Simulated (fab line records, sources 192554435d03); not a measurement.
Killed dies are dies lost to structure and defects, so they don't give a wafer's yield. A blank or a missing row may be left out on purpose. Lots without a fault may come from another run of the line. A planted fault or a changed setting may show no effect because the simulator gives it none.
Chamber matching | flow n5_finfet | N5_BEOL_M0_SAQP_SPACER2_ETCHBACK_27 on rie_diel-03: 4 sister chambers
The step etches SiO2 in CHF3/O2, target depth 22.5 nm, time 11.25 s. 4 wafers are shown with their chamber, then 10 later ones without.

WAFERS WITH THEIR CHAMBER
wafer  | chamber | showerhead_plenum_p_Torr (Torr)
L089.4 | 0       | 2.40
L089.6 | 1       | 2.46
L090.2 | 3       | 2.57
L090.4 | 2       | 2.52

WAFERS WITHOUT THEIR CHAMBER
wafer  | showerhead_plenum_p_Torr (Torr)
L090.5 | 2.46
L092.1 | 2.52
L092.4 | 2.56
L092.6 | 2.56
L093.1 | 2.52
L093.5 | 2.56
L093.6 | 2.52
L094.2 | 2.56
L094.3 | 2.52
L094.4 | 2.40

WHICH CHAMBER EACH WENT THROUGH
wafer  | from the rows above | in truth
L090.5 | 1                   | 1
L092.1 | 2                   | 2
L092.4 | 3                   | 3
L092.6 | 3                   | 3
L093.1 | 2                   | 2
L093.5 | 3                   | 3
L093.6 | 2                   | 2
L094.2 | 3                   | 3
L094.3 | 2                   | 2
L094.4 | 0                   | 0
Placed correctly: 10 of 10. Can't be placed from these rows: 0. Placed wrongly: 0.
How it was worked out, from the rows above alone: a wafer's distance from a chamber is the root of the sum, over the readings, of the square of ((its reading less the chamber's mean) divided by the reading's scatter). The wafer belongs to the nearest chamber; if the next one is less than 2 further off, it can't be placed. A chamber's mean is the mean of its shown wafers. The scatter: with one shown wafer a chamber, the root of the mean of the squares of how far each hidden wafer lies from its nearest shown one.
